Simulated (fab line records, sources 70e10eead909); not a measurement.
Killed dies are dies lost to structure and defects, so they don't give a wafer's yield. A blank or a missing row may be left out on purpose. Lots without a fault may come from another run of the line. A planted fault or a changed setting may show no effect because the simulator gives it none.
Chamber matching | flow nand_harc | NHARC_P_BONDPAD_DEP_00 on pecvd-02: 3 sister chambers
The step deposits SiCN, target thk 250 nm. 14 wafers are shown with their chamber, then 7 later ones without.

WAFERS WITH THEIR CHAMBER
wafer  | chamber | heater_power_w (W)
L074.1 | 1       | 517
L074.2 | 0       | 520
L074.3 | 2       | 680
L075.2 | 0       | 495
L075.3 | 2       | 673
L075.5 | 0       | 498
L082.1 | 2       | 696
L082.4 | 2       | 725
L082.5 | 1       | 490
L084.4 | 0       | 583
L084.5 | 2       | 624
L084.6 | 1       | 521
L087.3 | 2       | 681
L087.5 | 2       | 685

SIGNATURES (means of the wafers above)
reading        | chamber 0 | chamber 1 | chamber 2 | scatter within a chamber
heater_power_w | 524.00    | 509.33    | 680.57    | 31.7
Rule: a wafer's distance from a chamber is the root of the sum, over the readings, of the square of ((its reading less the chamber's mean) divided by the reading's scatter). The wafer belongs to the nearest chamber; if the next one is less than 2 further off, it can't be placed. The scatter: the root of (the sum of the squares of (reading less its chamber's mean) over the shown wafers, divided by (wafers less chambers)).

WAFERS WITHOUT THEIR CHAMBER
wafer  | heater_power_w (W)
L087.6 | 584
L093.1 | 608
L093.3 | 508
L093.6 | 621
L094.2 | 588
L094.3 | 563
L094.4 | 596

WHICH CHAMBER EACH WENT THROUGH
wafer  | from the rows above          | in truth
L087.6 | can't be placed: 0 or 1 or 2 | 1
L093.1 | can't be placed: 2 or 0 or 1 | 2
L093.3 | can't be placed: 1 or 0      | 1
L093.6 | can't be placed: 2 or 0 or 1 | 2
L094.2 | can't be placed: 0 or 1 or 2 | 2
L094.3 | can't be placed: 0 or 1      | 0
L094.4 | can't be placed: 0 or 2 or 1 | 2
Placed correctly: 0 of 7. Can't be placed from these rows: 7 (the true chamber is among the candidates in 7). Placed wrongly: 0.
